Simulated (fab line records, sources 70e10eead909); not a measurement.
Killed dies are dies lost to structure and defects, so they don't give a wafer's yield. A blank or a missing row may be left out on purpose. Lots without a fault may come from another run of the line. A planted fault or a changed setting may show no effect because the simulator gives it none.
Chamber matching | flow nand_harc | NHARC_A_CONTACT_ETCH_92 on rie_diel-08: 4 sister chambers
The step etches the open film in CH3F/O2, target depth 40 nm, time 85.7 s. 4 wafers are shown with their chamber, then 12 later ones without.

WAFERS WITH THEIR CHAMBER
wafer  | chamber | showerhead_plenum_p_Torr (Torr)
L081.6 | 1       | 2.46
L094.2 | 0       | 2.48
L094.5 | 2       | 2.46
L094.6 | 3       | 2.61

WAFERS WITHOUT THEIR CHAMBER
wafer  | showerhead_plenum_p_Torr (Torr)
L093.1 | 2.61
L093.2 | 2.45
L093.6 | 2.48
L096.1 | 2.48
L096.4 | 2.61
L096.5 | 2.48
L096.2 | 2.45
L096.3 | 2.46
L096.6 | 2.61
L097.3 | 2.61
L097.4 | 2.45
L097.6 | 2.46

WHICH CHAMBER EACH WENT THROUGH
wafer  | from the rows above     | in truth
L093.1 | 3                       | 3
L093.2 | can't be placed: 1 or 2 | 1
L093.6 | 0                       | 0
L096.1 | 0                       | 0
L096.4 | 3                       | 3
L096.5 | 0                       | 0
L096.2 | can't be placed: 1 or 2 | 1
L096.3 | can't be placed: 1 or 2 | 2
L096.6 | 3                       | 3
L097.3 | 3                       | 3
L097.4 | can't be placed: 1 or 2 | 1
L097.6 | can't be placed: 1 or 2 | 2
Placed correctly: 7 of 12. Can't be placed from these rows: 5 (the true chamber is among the candidates in 5). Placed wrongly: 0.
How it was worked out, from the rows above alone: a wafer's distance from a chamber is the root of the sum, over the readings, of the square of ((its reading less the chamber's mean) divided by the reading's scatter). The wafer belongs to the nearest chamber; if the next one is less than 2 further off, it can't be placed. A chamber's mean is the mean of its shown wafers. The scatter: with one shown wafer a chamber, the root of the mean of the squares of how far each hidden wafer lies from its nearest shown one.
